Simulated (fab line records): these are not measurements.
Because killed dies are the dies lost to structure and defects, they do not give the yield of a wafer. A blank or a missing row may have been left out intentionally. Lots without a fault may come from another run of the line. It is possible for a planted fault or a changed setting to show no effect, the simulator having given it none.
Split-lot study    flow n5 finfet    7 lots, 21 wafers read, on a route of 1938 steps

== ABOUT THE SPLIT ==
At N5_BEOL_M0_CUTY_COAT_50 (time 60 s, resist thk 15 nm), the setting spin rpm was moved away from the recipe's 1500 rpm on 5 of the 21 wafers read, by -9.2% to +8.7%. All remaining wafers had this setting at the recipe value.

Reading taken at the split's own step.

== THE READING ==
SiARC_of_BEOL_M0_CUTY_COAT_50.thk nm (the simulator's own value, which no gauge read), in nm, at N5_BEOL_M0_CUTY_COAT_50 (time 60 s, resist thk 15 nm). No usual value for it is given in the file. Average 15.0 nm, standard deviation 0.048 nm, over the 16 wafers here run with the recipe.

wafer   tool, chamber at the split  spin rpm as run, rpm  against the recipe  SiARC_of_BEOL_M0_CUTY_COAT_50.thk nm, nm  against lot-mates on the recipe
L076.3  litho track-04, 0           1500                  recipe              15                                        -
L076.6  litho track-04, 0           1500                  recipe              15                                        -
L076.4  litho track-04, 0           1597                  +6.5%               14.6                                      -0.4
L077.1  litho track-04, 0           1631                  +8.7%               14.4                                      -0.6
L077.2  litho track-04, 0           1500                  recipe              15                                        -
L077.5  litho track-04, 0           1500                  recipe              15                                        -
L085.1  litho track-05, 0           1500                  recipe              15                                        -
L085.4  litho track-05, 0           1500                  recipe              15                                        -
L085.5  litho track-05, 0           1500                  recipe              14.8                                      -
L088.1  litho track-05, 0           1575                  +5.0%               14.6                                      -0.4
L088.5  litho track-05, 0           1575                  +5.0%               14.6                                      -0.4
L088.4  litho track-05, 0           1500                  recipe              15                                        -
L093.1  litho track-04, 0           1362                  -9.2%               15.8                                      +0.8
L093.3  litho track-04, 0           1500                  recipe              15                                        -
L093.6  litho track-04, 0           1500                  recipe              15                                        -
L094.2  litho track-04, 0           1500                  recipe              15                                        -
L094.5  litho track-04, 0           1500                  recipe              15                                        -
L094.6  litho track-04, 0           1500                  recipe              15                                        -
L092.1  litho track-05, 0           1500                  recipe              15                                        -
L092.2  litho track-05, 0           1500                  recipe              15                                        -
L092.3  litho track-05, 0           1500                  recipe              15                                        -

THE FIT
A straight line over all 21 wafers: SiARC_of_BEOL_M0_CUTY_COAT_50.thk nm changes by -0.076 nm for each +1% of spin rpm; r = -0.98; the points scatter about the line by 0.058 nm.
The same after taking each lot's own level away (the mean of its wafers on the recipe; 21 wafers): -0.0766 nm for each +1%; r = -0.98; scatter 0.05 nm.
The reading moves by 0.7 nm for the largest change in spin rpm, on that fit.
Across the lots, their own levels run from 14.93 to 15.00 nm, a range of 1.4 times the standard deviation given above.
So the lot-to-lot level changes the slope little: the two slopes agree.
Check: +0.643 nm against its lot-mates is what the line predicts for one of the wafers moved furthest among these (-9.2%) when that wafer is left out of the fit. It came out at +0.8 nm against them.

== OTHER SPLITS ON THESE WAFERS ==
Note: prior to the reading, these wafers also went through further splits. Each is held against what the fit with the lots' levels taken away leaves over:
other split on the same wafers              wafers away from the commonest value  r with SiARC_of_BEOL_M0_CUTY_COAT_50.thk nm (lot level and that fit taken away)
N5_MOL_CONTACT_COAG_ETCH_47 over etch frac  8                                     -0.18
N5_BEOL_M0_SAQP_SPACER1_ALD_98 temp c       5                                     -0.10
N5_BEOL_M0_SAQP_DESCUM_45 time s            8                                     +0.17

== FILE'S OWN FIT ==
SiARC_of_BEOL_M0_CUTY_COAT_50.thk nm changes by -0.0755 nm for each +1% of spin rpm, r = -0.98.
